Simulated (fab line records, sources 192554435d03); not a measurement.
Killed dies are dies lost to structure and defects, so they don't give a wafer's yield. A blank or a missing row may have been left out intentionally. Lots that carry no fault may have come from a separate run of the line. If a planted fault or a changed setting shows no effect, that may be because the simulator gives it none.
fab line records -- flow n5_finfet
[record] lots = 7, wafers = 21
route steps=1938 shown ZERO_LAYER@9 WELL_APT@24 FIN_SAQP@94 DUMMY_GATE@224 SD_EPI_N@278
start_h: hours from the record's first day to the start of the lot's first wafer shown -- wait_h: time in hours since the lot's previous step -- " as in the row above -- L1.1+2: one row covering several wafers at once -- - either no value or no given start -- * or withheld: withheld -- < > ~ a bound
route shown NAME@n: a module of which the file shows steps, and the number in the route of the first -- usual: mean and standard deviation over wafers with no fault -- same: alike in all rows -- chamber/n: place in a boat -- sites: readings site by site -- _std_site: standard deviation across them -- _edge_site: inner sites' mean taken away from outer sites' mean -- radius_mm: for every site, how far away it sits from the centre of the wafer -- mask NAME#n: copy n -- behind: the tool/chamber that last shaped the wafer -- hold: why the lot was held/for how many hours/how that ended -- device: whichever transistor did not switch (one of n, p or np) -- end of line: the tests these same wafers got at the end of their route -- step lacking rows: just its recipe -- killed: dies lost to structure and defects at the first sort, not the wafer's yield -- map: dies across one wafer; x = killed, . = not, _ = none there
set.NAME: the setting as run; set.NAME@STEP: as run at that earlier step -- model.NAME: the simulator's own value behind a step, which no gauge read
one table per step and one row per wafer, for lots whose settings were changed on purpose
[[steps]]
[step N5_ZERO_LAYER_EXPOSE_08]
[recipe] mask_id = ZERO, na = 0.55, source_shape = conventional, sigma_outer = 0.8, polarization = unpolarized, defocus_nm = 0, target_cd_nm = 2000, dose_mj = 16.2
lot.wafer,tool,chamber,start_h,wait_h,mask,set.dose_mj
L074.1+2,krf_scanner-02,0,12.46,-,ZERO#0,16.2
L074.5,krf_scanner-02,0,12.46,-,ZERO#0,15.65
L075.1+3,krf_scanner-01,0,18.59,-,ZERO#0,16.95
L075.2,krf_scanner-01,0,18.59,-,ZERO#0,16.2
L078.1+4+5,krf_scanner-02,0,36.46,-,ZERO#0,16.2
L083.3+5,krf_scanner-01,0,66.63,-,ZERO#0,16.2
L083.6,krf_scanner-01,0,66.63,-,ZERO#0,15.14
L094.1+2+3,krf_scanner-01,0,132.48,-,ZERO#0,16.2
L096.2+3+4,krf_scanner-01,0,144.50,-,ZERO#0,16.2
L097.3+4+5,krf_scanner-01,0,150.50,-,ZERO#0,16.2
[step N5_ZERO_LAYER_PEB_09]
[recipe] peb_temp_c = withheld, peb_time_s = *
lot.wafer,tool,chamber,start_h,wait_h,set.peb_time_s
L074.1,litho_track-02,0,12.52,0.1,*
L074.2+5,litho_track-02,0,12.52,0.1,*
L075.1+2+3,litho_track-03,0,18.65,0.1,*
L078.1+4+5,litho_track-03,0,36.52,0.1,*
L083.3+6,litho_track-01,0,66.67,0.0,*
L083.5,litho_track-01,0,66.67,0.0,*
L094.1+2+3,litho_track-03,0,132.54,0.1,*
L096.2+3+4,litho_track-02,0,144.55,0.0,*
L097.3+4+5,litho_track-02,0,150.55,0.0,*
[step N5_ZERO_LAYER_DEVELOP_10]
[recipe] develop_time_s = 60, rinse_liquid = diw, dry = air_spin, dev_temp_c = 21
[step N5_ZERO_LAYER_HARDBAKE_23]
[recipe] temp_c = 130, time_s = 120
[step N5_ZERO_LAYER_CD_MEAS_11]
[recipe] target_cd_nm = 2000, landing_energy_ev = 500, detector = se_inlens
[usual] cd_nm = 2000.5/1.5
lot.wafer,tool,chamber,start_h,wait_h,set.dose_mj@ZERO_LAYER_EXPOSE_08,cd_nm
L074.1,cd_sem-01,0,12.64,-,16.2,2001.6
L074.2,cd_sem-01,0,12.64,-,16.2,1997.4
L074.5,cd_sem-01,0,12.64,-,15.65,1990.8
L075.1,cd_sem-01,0,18.77,-,16.95,2012.1
L075.2,cd_sem-01,0,18.77,-,16.2,2000.6
L075.3,cd_sem-01,0,18.77,-,16.95,2009.4
L078.1,cd_sem-01,0,36.65,-,16.2,2001.2
L078.4,cd_sem-01,0,36.65,-,16.2,2001.9
L078.5,cd_sem-01,0,36.65,-,16.2,2001.2
L083.3,cd_sem-01,0,66.79,-,16.2,1998.5
L083.5,cd_sem-01,0,66.79,-,16.2,1998.1
L083.6,cd_sem-01,0,66.79,-,15.14,1984.7
L094.1,cd_sem-01,0,132.66,-,16.2,2003.3
L094.2,cd_sem-01,0,132.66,-,16.2,2003.9
L094.3,cd_sem-01,0,132.66,-,16.2,2000.8
L096.2,cd_sem-02,0,144.67,-,16.2,2000.1
L096.3,cd_sem-02,0,144.67,-,16.2,2002.3
L096.4,cd_sem-02,0,144.67,-,16.2,1999.1
L097.3,cd_sem-03,0,150.67,-,16.2,2000.5
L097.4,cd_sem-03,0,150.67,-,16.2,2000.0
L097.5,cd_sem-03,0,150.67,-,16.2,2001.0
[step N5_WELL_APT_EXPOSE_05]
[recipe] mask_id = NWELL, na = 0.8, source_shape = conventional, sigma_outer = 0.8, polarization = unpolarized, defocus_nm = 0, target_cd_nm = 200, dose_mj = 20.3
lot.wafer,tool,chamber,start_h,wait_h,mask,set.dose_mj
L074.1+5,krf_scanner-01,0,13.70,-,NWELL#0,19.54
L074.2,krf_scanner-01,0,13.70,-,NWELL#0,20.3
L075.1+3,krf_scanner-02,0,19.98,-,NWELL#0,20.3
L075.2,krf_scanner-02,0,19.98,-,NWELL#0,21.79
L078.1,krf_scanner-01,0,37.43,-,NWELL#0,19.58
L078.4+5,krf_scanner-01,0,37.43,-,NWELL#0,20.3
L083.3,krf_scanner-02,0,67.57,-,NWELL#0,20.3
L083.5+6,krf_scanner-02,0,67.57,-,NWELL#0,18.79
L094.1+2+3,krf_scanner-01,0,133.46,-,NWELL#0,20.3
L096.2+3+4,krf_scanner-01,0,145.49,-,NWELL#0,20.3
L097.3+4+5,krf_scanner-01,0,151.45,-,NWELL#0,20.3
[step N5_WELL_APT_PEB_06]
[recipe] peb_temp_c = 130, peb_time_s = 90
[step N5_WELL_APT_DEVELOP_07]
[recipe] develop_time_s = 45, rinse_liquid = surfactant_rinse, dry = air_spin, dev_temp_c = 21
[step N5_WELL_APT_HARDBAKE_12]
[recipe] temp_c = 130, time_s = 120
[step N5_WELL_APT_CD_MEAS_08]
[recipe] target_cd_nm = 200, landing_energy_ev = 500, detector = se_inlens
[usual] cd_nm = 200.2/1.3
lot.wafer,tool,chamber,start_h,wait_h,set.dose_mj@WELL_APT_EXPOSE_05,cd_nm
L074.1,cd_sem-02,0,13.87,-,19.54,194.9
L074.2,cd_sem-02,0,13.87,-,20.3,198.6
L074.5,cd_sem-02,0,13.87,-,19.54,194.5
L075.1,cd_sem-03,0,20.15,-,20.3,200.3
L075.2,cd_sem-03,0,20.15,-,21.79,213.1
L075.3,cd_sem-03,0,20.15,-,20.3,199.7
L078.1,cd_sem-02,0,37.60,-,19.58,197.2
L078.4,cd_sem-02,0,37.60,-,20.3,203.0
L078.5,cd_sem-02,0,37.60,-,20.3,201.1
L083.3,cd_sem-03,0,67.73,-,20.3,200.2
L083.5,cd_sem-03,0,67.73,-,18.79,185.9
L083.6,cd_sem-03,0,67.73,-,18.79,186.7
L094.1,cd_sem-01,0,133.63,-,20.3,200.7
L094.2,cd_sem-01,0,133.63,-,20.3,201.3
L094.3,cd_sem-01,0,133.63,-,20.3,198.9
L096.2,cd_sem-03,0,145.66,-,20.3,200.9
L096.3,cd_sem-03,0,145.66,-,20.3,200.2
L096.4,cd_sem-03,0,145.66,-,20.3,201.0
L097.3,cd_sem-01,0,151.61,-,20.3,200.8
L097.4,cd_sem-01,0,151.61,-,20.3,200.0
L097.5,cd_sem-01,0,151.61,-,20.3,198.9
[step N5_WELL_APT_DESCUM_13]
[recipe] chemistry = O2, time_s = 7.9, source_power_w = 50, bias_power_w = 20, pressure_mtorr = 20, rf_frequency_hz = 2.712e+07, temp_c = 40, o2_flow_sccm = 225
lot.wafer,tool,chamber,start_h,wait_h,set.dose_mj@WELL_APT_EXPOSE_05,model.WELL_APT.cd_nm
L074.1,rie_diel-05,2,13.96,0.0,19.54,195
L074.2,rie_diel-05,3,13.96,0.0,20.3,198.8
L074.5,rie_diel-05,0,13.96,0.0,19.54,194.7
L075.1,rie_diel-01,3,20.24,0.0,20.3,200.5
L075.2,rie_diel-01,1,20.24,0.0,21.79,213.2
L075.3,rie_diel-01,2,20.24,0.0,20.3,199.8
L078.1,rie_diel-05,0,37.73,0.1,19.58,197.2
L078.4,rie_diel-05,1,37.73,0.1,20.3,202.8
L078.5,rie_diel-05,2,37.73,0.1,20.3,201.3
L083.3,rie_diel-05,2,67.82,0.0,20.3,200.3
L083.5,rie_diel-05,2,67.82,0.0,18.79,186
L083.6,rie_diel-05,1,67.82,0.0,18.79,186.9
L094.1,rie_diel-04,2,133.94,0.3,20.3,200.3
L094.2,rie_diel-04,0,133.94,0.3,20.3,201.2
L094.3,rie_diel-04,1,133.94,0.3,20.3,199.1
L096.2,rie_diel-01,2,145.76,0.1,20.3,200.9
L096.3,rie_diel-01,1,145.76,0.1,20.3,200
L096.4,rie_diel-01,0,145.76,0.1,20.3,201
L097.3,rie_diel-01,0,151.90,0.2,20.3,200.7
L097.4,rie_diel-01,2,151.90,0.2,20.3,200.1
L097.5,rie_diel-01,3,151.90,0.2,20.3,198.9
[step N5_WELL_APT_COAT_19]
[recipe] spin_rpm = 1357, resist_thk_nm = 950
lot.wafer,tool,chamber,start_h,wait_h,set.spin_rpm,model.coat_of_WELL_APT_COAT_19.thk_nm
L074.1,litho_track-05,0,-,-,1275,985.8
L074.2,litho_track-05,0,-,-,1275,983.1
L074.5,litho_track-05,0,-,-,1275,980
L075.1+2,litho_track-01,0,-,-,1277,979.5
L075.3,litho_track-01,0,-,-,1357,949.1
L078.1,litho_track-05,0,-,-,1415,936.4
L078.4,litho_track-05,0,-,-,1357,953.2
L078.5,litho_track-05,0,-,-,1357,953.4
L083.3,litho_track-04,0,-,-,1357,952
L083.5,litho_track-04,0,-,-,1357,950.6
L083.6,litho_track-04,0,-,-,1357,953.6
L094.1,litho_track-04,0,-,-,1357,948.9
L094.2,litho_track-04,0,-,-,1357,950.1
L094.3,litho_track-04,0,-,-,1357,948.1
L096.2,litho_track-04,0,-,-,1252,980.9
L096.3,litho_track-04,0,-,-,1357,942.6
L096.4,litho_track-04,0,-,-,1252,981.9
L097.3,litho_track-01,0,-,-,1405,931.4
L097.4,litho_track-01,0,-,-,1357,951.2
L097.5,litho_track-01,0,-,-,1405,934.1
[step N5_FIN_SAQP_ALD_61]
[recipe] material = SiO2, target_thk_a = 40, temp_c = 300, ald_precursor_family = BDEAS, ald_co_reactant = O2-plasma, pulse_time_s = 1, purge_time_s = 2, co_reactant_purge_time_s = 2, ald_cycles = 43, pressure_torr = 2
lot.wafer,tool,chamber,start_h,wait_h,set.temp_c,model.SiO2_of_FIN_SAQP_ALD_61.thk_nm
L074.1,ald_sin-02,3,20.38,0.0,300,4.003
L074.2,ald_sin-02,0,20.38,0.0,300,3.997
L074.5,ald_sin-02,1,20.38,0.0,310.6,3.932
L075.1,ald_sin-03,1,27.03,0.0,300,4.021
L075.2,ald_sin-03,0,27.03,0.0,300,4.015
L075.3,ald_sin-03,3,27.03,0.0,304.3,3.989
L078.1,ald_sin-03,0,44.76,0.0,300,4.022
L078.4,ald_sin-03,2,44.76,0.0,300,4.044
L078.5,ald_sin-03,1,44.76,0.0,300,4
L083.3,ald_sin-02,1,75.12,0.0,300,3.976
L083.5,ald_sin-02,3,75.12,0.0,300,4.021
L083.6,ald_sin-02,0,75.12,0.0,300,4.009
L094.1,ald_sin-02,0,140.98,0.0,300,4.028
L094.2,ald_sin-02,2,140.98,0.0,300,4.034
L094.3,ald_sin-02,1,140.98,0.0,300,4.004
L096.2,ald_sin-04,1,153.00,0.0,300,4.003
L096.3,ald_sin-04,0,153.00,0.0,300,3.987
L096.4,ald_sin-04,2,153.00,0.0,287.9,4.169
L097.3,ald_sin-03,2,158.27,0.0,300,4.007
L097.4,ald_sin-03,0,158.27,0.0,289.7,4.153
L097.5,ald_sin-03,2,158.27,0.0,289.7,4.177
[step N5_FIN_SAQP_PECVD_06]
[recipe] material = a-Si, target_thk_a = 600, temp_c = 400, precursor = SiH4/He, pressure_torr = 3, rf_w = 100, time_s = 48.1
lot.wafer,tool,chamber,start_h,wait_h,set.time_s,model.a-Si_of_FIN_SAQP_PECVD_06.thk_nm
L074.1,pecvd-04,2,21.00,0.0,48.1,59.52
L074.2,pecvd-04,0,21.00,0.0,48.1,59.16
L074.5,pecvd-04,0,21.00,0.0,48.1,61.2
L075.1,pecvd-01,2,27.68,0.0,48.1,58.98
L075.2,pecvd-01,1,27.68,0.0,48.1,60
L075.3,pecvd-01,0,27.68,0.0,48.1,59.63
L078.1,pecvd-01,2,45.66,0.0,48.1,59.82
L078.4,pecvd-01,2,45.66,0.0,42.27,52.4
L078.5,pecvd-01,0,45.66,0.0,48.1,60.24
L083.3,pecvd-01,2,75.81,0.0,48.1,60.18
L083.5,pecvd-01,2,75.81,0.0,48.1,60.57
L083.6,pecvd-01,0,75.81,0.0,48.1,60.66
L094.1,pecvd-01,2,141.65,0.0,48.1,59.19
L094.2,pecvd-01,1,141.65,0.0,48.1,60.3
L094.3,pecvd-01,0,141.65,0.0,48.1,59.59
L096.2,pecvd-03,0,153.64,0.0,44.85,55.48
L096.3,pecvd-03,2,153.64,0.0,44.85,55.97
L096.4,pecvd-03,2,153.64,0.0,48.1,60.35
L097.3,pecvd-03,2,159.05,0.0,48.1,59.54
L097.4,pecvd-03,1,159.05,0.0,48.1,60.88
L097.5,pecvd-03,2,159.05,0.0,51.22,64.85
[step N5_FIN_SAQP_THK_MEAS_07]
[usual] thk_nm = 59.9/0.7
lot.wafer,tool,chamber,start_h,wait_h,set.time_s@FIN_SAQP_PECVD_06,thk_nm
L074.1,film_metro-01,-,21.09,0.1,48.1,59.5
L074.2,film_metro-01,-,21.09,0.1,48.1,59.1
L074.5,film_metro-01,-,21.09,0.1,48.1,61.2
L075.1,film_metro-02,-,27.77,0.1,48.1,59.0
L075.2,film_metro-02,-,27.77,0.1,48.1,60.0
L075.3,film_metro-02,-,27.77,0.1,48.1,59.6
L078.1,film_metro-02,-,45.85,0.2,48.1,59.8
L078.4,film_metro-02,-,45.85,0.2,42.27,52.4
L078.5,film_metro-02,-,45.85,0.2,48.1,60.3
L083.3,film_metro-01,-,75.90,0.1,48.1,60.1
L083.5,film_metro-01,-,75.90,0.1,48.1,60.6
L083.6,film_metro-01,-,75.90,0.1,48.1,60.6
L094.1,film_metro-02,-,141.74,0.1,48.1,59.1
L094.2,film_metro-02,-,141.74,0.1,48.1,60.3
L094.3,film_metro-02,-,141.74,0.1,48.1,59.6
L096.2,film_metro-02,-,153.73,0.1,44.85,55.5
L096.3,film_metro-02,-,153.73,0.1,44.85,56.0
L096.4,film_metro-02,-,153.73,0.1,48.1,60.4
L097.3,film_metro-01,-,159.14,0.1,48.1,59.6
L097.4,film_metro-01,-,159.14,0.1,48.1,60.9
L097.5,film_metro-01,-,159.14,0.1,51.22,64.8
[step N5_FIN_SAQP_HM_DEP_72]
[recipe] material = SiO2, target_thk_a = 120, temp_c = 400, precursor = SiH4/N2O, pressure_torr = 0.75, rf_w = 275, time_s = 7.2
[step N5_FIN_SAQP_COAT_49]
[recipe] resist = SOC, temp_c = 250, time_s = 60, spin_rpm = 1500, resist_thk_nm = 100
[step N5_FIN_SAQP_HM_OPEN_73]
[recipe] chemistry = CHF3/O2, target = SiO2, stop_on = a-Si, target_depth_a = 120, over_etch_frac = 1.8, mask_material = SOC, time_s = 16.8, pressure_mtorr = 30, source_w = 650, bias_w = 170, Ar_flow_sccm = 200, CHF3_flow_sccm = 50, O2_flow_sccm = 5, ion_energy_ev = 200, ends = end_point
[step N5_FIN_SAQP_STRIP_74]
[recipe] chemistry = CHF3/O2, resist = SiARC, rf_frequency_hz = 6e+07
[step N5_FIN_SAQP_MANDREL_ETCH_22]
[recipe] target_depth_a = 600, chemistry = HBr/Cl2, target = a-Si, stop_on = SiNx, bt_time_s = 10, over_etch_frac = 0.5, time_s = 30, pressure_mtorr = 10, icp_w = 800, bias_w = 75, HBr_flow_sccm = 150, Cl2_flow_sccm = 80, ends = end_point
lot.wafer,tool,chamber,start_h,wait_h,set.time_s@FIN_SAQP_PECVD_06,model.etch.depth_nm
L074.1,rie_si-01,1,21.95,0.0,48.1,59.49
L074.2,rie_si-01,2,21.95,0.0,48.1,59.16
L074.5,rie_si-01,1,21.95,0.0,48.1,61.2
L075.1,rie_si-01,2,28.65,0.0,48.1,58.96
L075.2,rie_si-01,1,28.65,0.0,48.1,59.98
L075.3,rie_si-01,3,28.65,0.0,48.1,59.63
L078.1,rie_si-01,0,46.73,0.0,48.1,59.82
L078.4,rie_si-01,2,46.73,0.0,42.27,52.4
L078.5,rie_si-01,0,46.73,0.0,48.1,60.24
L083.3,rie_si-06,2,77.00,0.0,48.1,60.18
L083.5,rie_si-06,2,77.00,0.0,48.1,60.57
L083.6,rie_si-06,3,77.00,0.0,48.1,60.63
L094.1,rie_si-06,0,142.71,0.0,48.1,59.19
L094.2,rie_si-06,2,142.71,0.0,48.1,60.3
L094.3,rie_si-06,1,142.71,0.0,48.1,59.59
L096.2,rie_si-01,0,154.71,0.0,44.85,55.48
L096.3,rie_si-01,1,154.71,0.0,44.85,55.97
L096.4,rie_si-01,3,154.71,0.0,48.1,60.32
L097.3,rie_si-06,1,159.88,0.0,48.1,59.51
L097.4,rie_si-06,2,159.88,0.0,48.1,60.88
L097.5,rie_si-06,3,159.88,0.0,51.22,64.82
[step N5_FIN_SAQP_ETCH_69]
[recipe] chemistry = N2/H2, target = SOC, target_depth_a = 1500, stop_on = SiNx, ion_energy_ev = 100, bias_w = 61, pressure_mtorr = 30, source_w = 850, n2_flow_sccm = 200, h2_flow_sccm = 200
lot.wafer,tool,chamber,start_h,wait_h,set.target_depth_a,model.SOC_of_FIN_SAQP_COAT_68.thk_nm,model.etch.depth_nm
L074.1+2,rie_diel-05,"2,3",25.91,-,1680,0,55
L074.5,rie_diel-05,2,25.91,-,1500,4.6,55
L075.1,rie_diel-05,3,31.11,-,1500,4.2,55
L075.2,rie_diel-05,1,31.11,-,1343,14.6,49.5
L075.3,rie_diel-05,2,31.11,-,1343,14.6,49.44
L078.1,rie_diel-04,1,49.60,-,1500,4.2,55
L078.4,rie_diel-04,0,49.60,-,1500,5.4,54.76
L078.5,rie_diel-04,0,49.60,-,1500,3.8,55
L083.3,rie_diel-01,2,79.52,-,1500,5.6,54.35
L083.5,rie_diel-01,2,79.52,-,1500,5.6,54.26
L083.6,rie_diel-01,0,79.52,-,1500,4.4,54.97
L094.1,rie_diel-04,2,145.54,-,1500,4.8,54.94
L094.2,rie_diel-04,0,145.54,-,1500,4.2,55
L094.3,rie_diel-04,1,145.54,-,1500,2.6,55
L096.2,rie_diel-01,3,157.45,-,1604,0,55
L096.3,rie_diel-01,0,157.45,-,1500,4,55
L096.4,rie_diel-01,1,157.45,-,1500,5,54.88
L097.3,rie_diel-01,1,162.32,-,1500,6.4,54.06
L097.4,rie_diel-01,0,162.32,-,1418,10,52.01
L097.5,rie_diel-01,3,162.32,-,1418,10.8,51.45
[step N5_FIN_SAQP_ETCH_64]
[recipe] chemistry = CF4, target = SiO2, target_depth_a = 15, ion_energy_ev = 350, pressure_mtorr = 10, icp_w = 800, bias_w = 400, cf4_flow_sccm = 80
lot.wafer,tool,chamber,start_h,wait_h,set.bias_w,model.etch.depth_nm
L074.1,rie_si-06,1,27.05,0.0,471.8,1.567
L074.2,rie_si-06,0,27.05,0.0,400,1.519
L074.5,rie_si-06,2,27.05,0.0,471.8,1.606
L075.1,rie_si-06,0,32.33,0.0,332.7,1.434
L075.2,rie_si-06,1,32.33,0.0,400,1.462
L075.3,rie_si-06,3,32.33,0.0,400,1.512
L078.1,rie_si-05,1,51.32,0.0,400,1.469
L078.4,rie_si-05,0,51.32,0.0,400,1.506
L078.5,rie_si-05,3,51.32,0.0,467.2,1.554
L083.3,rie_si-05,3,80.66,0.0,400,1.483
L083.5,rie_si-05,1,80.66,0.0,426,1.499
L083.6,rie_si-05,0,80.66,0.0,400,1.491
L094.1,rie_si-05,3,146.86,0.0,400,1.472
L094.2,rie_si-05,1,146.86,0.0,400,1.467
L094.3,rie_si-05,2,146.86,0.0,400,1.504
L096.2,rie_si-05,0,158.61,0.0,400,1.493
L096.3,rie_si-05,1,158.61,0.0,334.3,1.39
L096.4,rie_si-05,2,158.61,0.0,400,1.502
L097.3,rie_si-05,2,163.52,0.0,400,1.501
L097.4,rie_si-05,0,163.52,0.0,378.1,1.47
L097.5,rie_si-05,0,163.52,0.0,400,1.496
[step N5_DUMMY_GATE_COAT_28]
[recipe] resist = underlayer, temp_c = 205, time_s = 60, spin_rpm = 1500, resist_thk_nm = 10
lot.wafer,tool,chamber,start_h,wait_h,set.spin_rpm,model.underlayer_of_DUMMY_GATE_COAT_28.thk_nm
L074.1,litho_track-03,0,-,-,1500,10
L074.2+5,litho_track-03,0,-,-,1331,10.6
L075.1+2+3,litho_track-01,0,-,-,1500,10
L078.1+4+5,litho_track-01,0,-,-,1500,10
L083.3,litho_track-03,0,-,-,1429,10.2
L083.5+6,litho_track-03,0,-,-,1500,10
L094.1+2+3,litho_track-03,0,-,-,1500,10
L096.2+3+4,litho_track-01,0,-,-,1500,10
L097.3+4+5,litho_track-02,0,-,-,1500,10
[step N5_SD_EPI_N_ETCH_45]
[recipe] chemistry = CH3F/O2, target = SiOCN, target_depth_a = 60, mask_material = SOC, ion_energy_ev = 60, bias_w = 29, pressure_mtorr = 15, source_w = 410, Ar_flow_sccm = 150, CH3F_flow_sccm = 30, O2_flow_sccm = 20
lot.wafer,tool,chamber,start_h,wait_h,set.target_depth_a,model.etch.depth_nm
L074.1,rie_diel-04,2,49.16,0.1,60,5.963
L074.2,rie_diel-04,1,49.16,0.1,67.14,6.844
L074.5,rie_diel-04,3,49.16,0.1,60,6.05
L075.1,rie_diel-04,0,54.42,0.1,63.01,6.366
L075.2,rie_diel-04,3,54.42,0.1,63.01,6.403
L075.3,rie_diel-04,1,54.42,0.1,60,6.081
L078.1,rie_diel-05,0,73.72,0.1,60,6.059
L078.4,rie_diel-05,3,73.72,0.1,60,5.963
L078.5,rie_diel-05,3,73.72,0.1,61.84,6.169
L083.3,rie_diel-04,2,103.18,0.1,63.73,6.254
L083.5,rie_diel-04,0,103.18,0.1,60,6.025
L083.6,rie_diel-04,3,103.18,0.1,60,5.969
L094.1,rie_diel-01,3,170.23,0.1,60,6.101
L094.2,rie_diel-01,2,170.23,0.1,60,5.972
L094.3,rie_diel-01,0,170.23,0.1,60,6.112
L096.2,rie_diel-04,3,181.12,0.1,54.89,5.483
L096.3,rie_diel-04,1,181.12,0.1,60,6.08
L096.4,rie_diel-04,0,181.12,0.1,54.89,5.495
L097.3,rie_diel-01,1,188.57,0.1,62.21,6.178
L097.4,rie_diel-01,2,188.57,0.1,60,5.871
L097.5,rie_diel-01,1,188.57,0.1,62.21,6.148
[[key]]
[split] step = N5_ZERO_LAYER_EXPOSE_08, setting = dose_mj, stated = 16.2, by = wafer
[response] step = N5_ZERO_LAYER_CD_MEAS_11, reading = cd_nm, change = +2.18, per = 1%, r = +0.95
[split] step = N5_ZERO_LAYER_PEB_09, setting = peb_time_s, stated = *, by = wafer
response none clear
[split] step = N5_WELL_APT_EXPOSE_05, setting = dose_mj, stated = 20.3, by = wafer
[response] step = N5_WELL_APT_CD_MEAS_08, reading = cd_nm, change = +1.7, per = 1%, r = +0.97
[response] step = N5_WELL_APT_DESCUM_13, reading = model.WELL_APT.cd_nm, change = +1.7, per = 1%, r = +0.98
[split] step = N5_WELL_APT_COAT_19, setting = spin_rpm, stated = 1357, by = wafer
[response] step = N5_WELL_APT_COAT_19, reading = model.coat_of_WELL_APT_COAT_19.thk_nm, change = -4.92, per = 1%, r = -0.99
[split] step = N5_FIN_SAQP_ALD_61, setting = temp_c, stated = 300, by = wafer
[response] step = N5_FIN_SAQP_ALD_61, reading = model.SiO2_of_FIN_SAQP_ALD_61.thk_nm, change = -0.0358, per = 1%, r = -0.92
[split] step = N5_FIN_SAQP_PECVD_06, setting = time_s, stated = 48.1, by = wafer
[response] step = N5_FIN_SAQP_PECVD_06, reading = model.a-Si_of_FIN_SAQP_PECVD_06.thk_nm, change = +0.656, per = 1%, r = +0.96
[response] step = N5_FIN_SAQP_THK_MEAS_07, reading = thk_nm, change = *, per = 1%, r = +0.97
[response] step = N5_FIN_SAQP_MANDREL_ETCH_22, reading = model.etch.depth_nm, change = +0.654, per = 1%, r = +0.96
[split] step = N5_FIN_SAQP_ETCH_69, setting = target_depth_a, stated = 1500, by = wafer
[response] step = N5_FIN_SAQP_ETCH_69, reading = model.SOC_of_FIN_SAQP_COAT_68.thk_nm, change = -0.655, per = 1%, r = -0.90
[response] step = N5_FIN_SAQP_ETCH_69, reading = model.etch.depth_nm, shape = bent, at_lowest = 49.47, at_stated = 54.8, at_highest = 55
[split] step = N5_FIN_SAQP_ETCH_64, setting = bias_w, stated = 400, by = wafer
[response] step = N5_FIN_SAQP_ETCH_64, reading = model.etch.depth_nm, change = +0.00425, per = 1%, r = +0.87
[split] step = N5_DUMMY_GATE_COAT_28, setting = spin_rpm, stated = 1500, by = wafer
[response] step = N5_DUMMY_GATE_COAT_28, reading = model.underlayer_of_DUMMY_GATE_COAT_28.thk_nm, change = -0.0516, per = 1%, r = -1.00
[split] step = N5_SD_EPI_N_ETCH_45, setting = target_depth_a, stated = 60, by = wafer
[response] step = N5_SD_EPI_N_ETCH_45, reading = model.etch.depth_nm, change = +0.0654, per = 1%, r = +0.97
